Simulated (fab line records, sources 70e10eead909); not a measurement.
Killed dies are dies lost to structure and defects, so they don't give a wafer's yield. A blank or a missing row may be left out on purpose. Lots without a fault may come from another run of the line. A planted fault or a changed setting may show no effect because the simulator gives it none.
fab line records | flow nand_harc
record lots=13 wafers=39 last_day=33
route steps=1302 shown A_CONTACT@1046
lots that met no fault: from a run of the same line without faults
start_h: hours from the record's first day to the start of the lot's first wafer shown | wait_h: hours since the lot's step before | " the same as in the row above | L1.1+2: a row that stands for several wafers | - no value, or no start given | * or withheld: withheld | < > ~ a bound
route shown NAME@n: a module of which the file shows steps, and the number in the route of the first | usual: mean/standard deviation of fault-free wafers | same: alike in all rows | chamber/n: place in a boat | sites: the reading at each site | _std_site: their standard deviation | _edge_site: outer sites' mean less inner sites' | radius_mm: how far each site lies from the wafer's centre | mask NAME#n: copy n | behind: the tool/chamber that last shaped the wafer | hold: why the lot was held/for how many hours/how that ended | device: the transistor (n, p or np) that didn't switch | end of line: the same wafers' tests at the end of the route | a step without rows: its recipe alone | killed: dies lost to structure and defects at the first sort, not the wafer's yield | map: a wafer's dies, x killed, . not, _ none there
set.NAME: the setting as run; set.NAME@STEP: as run at that earlier step | model.NAME: the simulator's own value behind a step, which no gauge read
steps of the route over a sample of lots; a table a step, a row a wafer
services: from which hour (start_h, from the record's first day; less than 0 if before it) a tool's chamber was out of use, for how many hours, and why
## steps
# step NHARC_A_CONTACT_ETCH_78
# recipe target_depth_a=53000 over_etch_frac=0.3 time_s=1378 ion_energy_ev=150 o2_flow_sccm=400 cos_flow_sccm=20 ar_flow_sccm=0 rf_w=500 bias_w=300 chemistry=O2/COS
# usual drypump_motor_current_A=5.8/0.58 oes_product_au=1.001/0.0096 rf_vpp_V=313.5/1.9 showerhead_plenum_p_Torr=3.08/0.12 throttle_valve_pct=28.330/0.0085
# columns lot.wafer tool chamber start_h wait_h drypump_motor_current_A oes_product_au rf_hours_counter_h rf_vpp_V showerhead_plenum_p_Torr throttle_valve_pct
L870.1 rie_diel-11 3 - - 5.2 0.995 15 315.9 3.24 28.341
L870.2 " 1 " " 5.3 0.997 12 313.6 3.09 28.335
L870.5 " 3 " " 5.1 0.991 - 314.5 3.24 28.340
L874.2 rie_diel-03 3 - - 5.9 0.997 17 315.9 3.23 28.323
L874.1 " 2 " " 5.4 1.007 18 316.2 3.23 28.339
L874.6 " 3 " " 5.9 0.990 - 314.9 3.23 28.320
L872.2 rie_diel-11 0 - - 6.0 0.991 14 314.5 3.07 28.327
L872.4 " 1 " " 5.4 0.979 16 313.2 3.08 28.330
L872.3 " 2 " " 6.7 0.985 17 312.0 2.92 28.325
L873.1 rie_diel-11 3 - - 5.2 1.001 22 315.3 3.24 28.330
L873.3 " 0 " " 6.0 0.995 16 314.3 3.07 28.319
L873.2 " 1 " " 5.3 0.988 18 312.4 3.08 28.322
L878.2 rie_diel-10 3 - - 4.7 0.993 55 314.1 3.08 28.331
L878.4 " 2 " " 6.1 0.990 63 316.2 3.28 28.318
L878.5 " 3 " " 4.7 0.982 - 312.9 3.08 28.331
L879.4 rie_diel-11 1 - - 5.3 0.994 25 312.5 3.08 28.333
L879.1 " 3 " " 5.1 1.004 31 315.2 3.23 28.322
L879.2 " 0 " " 6.0 1.000 24 314.3 3.06 28.326
L880.4 rie_diel-11 0 - - 6.0 0.991 1 313.9 3.06 28.340
L880.1 " 3 " " 5.2 1.009 1 316.0 3.23 28.326
L880.6 " 0 " " 6.0 1.001 - 313.3 3.06 28.336
L881.2 rie_diel-11 2 - - 6.7 1.010 3 310.1 2.91 28.321
L881.1 " 3 " " 5.2 1.011 3 316.8 3.23 28.326
L881.5 " 0 " " 6.0 0.999 - 313.5 3.06 28.330
L885.2 rie_diel-03 2 - - 5.4 1.002 2 314.7 3.22 28.323
L885.4 " 0 " " 5.9 0.992 2 310.4 2.92 28.329
L885.5 " 2 " " 5.4 0.998 - 315.9 3.22 28.329
L886.2 rie_diel-11 2 - - 6.7 1.017 13 309.3 2.91 28.333
L886.5 " 1 " " 5.3 0.991 - 313.9 3.08 28.327
L886.6 " 2 " " 6.7 1.009 - 312.2 2.91 28.333
L889.4 rie_diel-10 2 - - 6.1 0.988 39 316.4 3.26 28.324
L889.5 " 1 " " 6.5 1.003 - 313.6 3.07 28.336
L889.6 " 2 " " 6.0 0.992 - 316.4 3.26 28.323
L892.1 rie_diel-10 1 - - 6.4 0.992 44 313.6 3.07 28.342
L892.4 " 0 " " 5.4 0.988 41 313.3 3.09 28.339
L892.6 " 2 " " 6.1 0.987 - 318.2 3.26 28.331
L893.3 rie_diel-11 1 - - 5.3 1.003 18 313.2 3.07 28.319
L893.4 " 2 " " 6.7 1.031 26 311.4 2.90 28.318
L893.6 " 2 " " 6.7 1.025 - 310.4 2.90 28.330
# step NHARC_A_CONTACT_ETCH_128
# recipe source_w=withheld pressure_mtorr=20 bias_v=3000 time_s=197 target_depth_a=19180 ar_flow_sccm=withheld c4f8_flow_sccm=withheld o2_flow_sccm=withheld chemistry=C4F8/O2/Ar
# columns lot.wafer tool chamber start_h wait_h rf_hours_counter_h
L870.1 har_cap_etch-03 1 513.99 0.1 41
L870.2 " 0 " " 41
L870.5 " 0 " " -
L874.1 har_cap_etch-03 1 531.02 0.1 45
L874.2 " 0 " " 45
L874.6 " 1 " " -
L872.2 har_cap_etch-02 0 532.04 0.1 91
L872.3 " 1 " " -
L872.4 " 0 " " -
L873.2 har_cap_etch-02 0 541.88 0.1 92
L873.1 " 1 " " 92
L873.3 " 1 " " -
L878.2 har_cap_etch-02 1 595.80 0.1 101
L878.4 " 0 " " -
L878.5 " 1 " " -
L879.1 har_cap_etch-03 0 602.39 0.1 55
L879.2 " 1 " " 55
L879.4 " 0 " " -
L880.1 har_cap_etch-03 0 621.79 0.2 59
L880.4 " 1 " " -
L880.6 " 0 " " -
L881.1 har_cap_etch-01 0 631.70 0.1 22
L881.2 " 1 " " 22
L881.5 " 1 " " -
L885.2 har_cap_etch-02 1 652.57 0.1 111
L885.4 " 1 " " -
L885.5 " 1 " " -
L886.2 har_cap_etch-02 0 672.75 0.2 114
L886.6 " 0 " " -
L886.5 " 1 " " -
L889.4 har_cap_etch-03 1 705.99 0.1 -
L889.5 " 0 " " -
L889.6 " 1 " " -
L892.1 har_cap_etch-03 0 727.07 0.1 81
L892.4 " 1 " " -
L892.6 " 0 " " -
L893.3 har_cap_etch-02 1 727.77 0.1 -
L893.4 " 0 " " -
L893.6 " 1 " " -
# step NHARC_A_CONTACT_STRIP_83
# recipe time_s=600 temp_c=30 chemistry=post_etch_residue_remover
# usual bath_heat_duty_pct=12.4/1.6 run_length_s=603.1/1.2
# columns lot.wafer tool chamber start_h wait_h bath_heat_duty_pct run_length_s
L870.1 wet_bench-03 7 516.57 - 11.9 602.8
L870.2 " 2 " " 13.1 601.2
L870.5 " 3 " " 10.7 602.9
L874.6 wet_bench-04 6 533.60 - 11.0 601.9
L874.1 " 7 " " 12.1 601.9
L874.2 " 3 " " 13.8 603.8
L872.3 wet_bench-03 3 534.74 - 10.6 602.3
L872.4 " 5 " " 12.3 602.4
L872.2 " 7 " " 11.6 604.6
L873.2 wet_bench-05 6 544.58 - 10.1 602.9
L873.3 " 0 " " 14.0 602.8
L873.1 " 2 " " 10.4 603.8
L878.5 wet_bench-04 0 598.36 - - -
L878.4 " 2 " " - -
L878.2 " 3 " " - -
L879.4 wet_bench-04 1 605.03 - - -
L879.2 " 4 " " - -
L879.1 " 6 " " - -
L880.4 wet_bench-04 7 624.85 - - -
L880.6 " 2 " " - -
L880.1 " 3 " " - -
L881.2 wet_bench-04 4 634.39 - 11.9 605.4
L881.1 " 6 " " 12.2 601.6
L881.5 " 1 " " 10.7 602.1
L885.5 wet_bench-04 4 655.13 - 13.5 605.5
L885.2 " 6 " " 10.2 600.9
L885.4 " 7 " " 12.4 602.8
L886.2 wet_bench-03 5 675.32 - 13.6 602.8
L886.5 " 7 " " 10.4 604.1
L886.6 " 2 " " 12.8 601.3
L889.4 wet_bench-05 1 708.47 - 13.7 605.0
L889.5 " 2 " " 10.4 603.5
L889.6 " 5 " " 15.4 602.6
L892.6 wet_bench-05 1 729.62 - 13.1 603.9
L892.1 " 3 " " 11.8 605.6
L892.4 " 5 " " 14.5 602.4
L893.4 wet_bench-04 3 730.31 - 12.8 604.3
L893.3 " 4 " " 13.2 605.2
L893.6 " 6 " " 12.6 601.1
# step NHARC_A_CONTACT_DEP_84
# recipe target_thk_a=28000 temp_c=400 material=aC
# usual throttle_valve_pct=35.001/0.0089
# columns lot.wafer tool chamber start_h wait_h throttle_valve_pct
L870.1 acl_dep-03 0 517.46 - 35.006
L870.2 " 0 " " 34.991
L870.5 " 0 " " 35.008
L874.1 acl_dep-01 0 533.86 - 34.984
L874.2 " 0 " " 34.995
L874.6 " 0 535.30 - 34.996
L872.2 acl_dep-01 0 535.88 - 34.992
L872.3 " 0 " " 35.004
L872.4 " 0 " " 34.992
L873.1 acl_dep-01 0 544.84 - 34.996
L873.2 " 0 " " 34.992
L873.3 " 0 " " 34.991
L878.2 acl_dep-02 0 598.90 0.5 34.996
L878.4 " 0 " " 34.995
L878.5 " 0 " " 35.002
L879.1 acl_dep-02 0 605.30 0.2 35.005
L879.2 " 0 " " 34.981
L879.4 " 0 " " 35.002
L880.1 acl_dep-02 0 627.02 2.1 34.996
L880.4 " 0 " " 34.992
L880.6 " 0 " " 35.016
L881.1 acl_dep-03 0 636.83 - 34.990
L881.2 " 0 " " 34.993
L881.5 " 0 " " 34.986
L885.2 acl_dep-02 0 659.71 - 35.000
L885.4 " 0 " " 34.998
L885.5 " 0 " " 34.985
L886.2 acl_dep-03 0 680.43 - 35.007
L886.5 " 0 " " 34.987
L886.6 " 0 " " 35.002
L889.4 acl_dep-02 0 711.76 - 35.003
L889.5 " 0 " " 35.019
L889.6 " 0 " " 35.000
L892.1 acl_dep-02 0 729.89 - 35.002
L892.4 " 0 " " 35.023
L892.6 " 0 " " 35.007
L893.3 acl_dep-03 0 731.13 - 35.003
L893.4 " 0 " " 34.987
L893.6 " 0 " " 35.013
## services
# columns tool chamber start_h hours kind
rie_diel-11 0 490.54 - clean
rie_diel-11 1 490.54 - clean
rie_diel-11 2 490.54 - clean
rie_diel-11 3 490.54 - clean
rie_diel-11 0 492.04 19.1 repair
har_cap_etch-01 - 498.91 17.0 pm
rie_diel-10 1 506.13 3.3 repair
rie_diel-11 0 515.04 - clean
har_cap_etch-02 - 517.24 0.6 repair
rie_diel-11 1 543.25 4.5 repair
rie_diel-10 3 552.44 4.8 repair
acl_dep-01 - 557.67 13.0 pm
wet_bench-03 - 562.52 8.0 pm
rie_diel-10 1 565.58 7.9 repair
wet_bench-04 - 579.20 8.0 pm
rie_diel-10 - 596.61 9.0 pm
acl_dep-02 - 607.03 13.0 pm
rie_diel-11 - 610.24 9.0 pm
wet_bench-05 - 612.80 8.0 pm
rie_diel-03 - 628.03 1.5 repair
rie_diel-11 3 635.16 5.8 repair
rie_diel-03 - 636.60 9.0 pm
acl_dep-03 - 665.31 13.0 pm
wet_bench-05 - 673.40 12.3 repair
## key
first_sign step=NHARC_A_CONTACT_STRIP_83 reading=tool_record direction=missing
effect none on later readings
met_at NHARC_A_CONTACT_STRIP_83
struck_lots L878,L879,L880
tester_left_out L878,L879,L880
not_acting_at NHARC_A_CONTACT_ETCH_78,NHARC_A_CONTACT_ETCH_128,NHARC_A_CONTACT_DEP_84
onset_between 533.60 598.36
fault kind=skipped_step_whole tool=wet_bench-04 chamber=- onset_h=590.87 steps=NHARC_A_CONTACT_STRIP_83 scope=struck_lots_only
# tester_left_out: of these lots the tester's yield and bins aren't shown, on N5 and GAA mostly nor the transistor test; their killed dies are dies lost to structure and defects alone, not to doping, threshold or leakage, so they don't give the yield
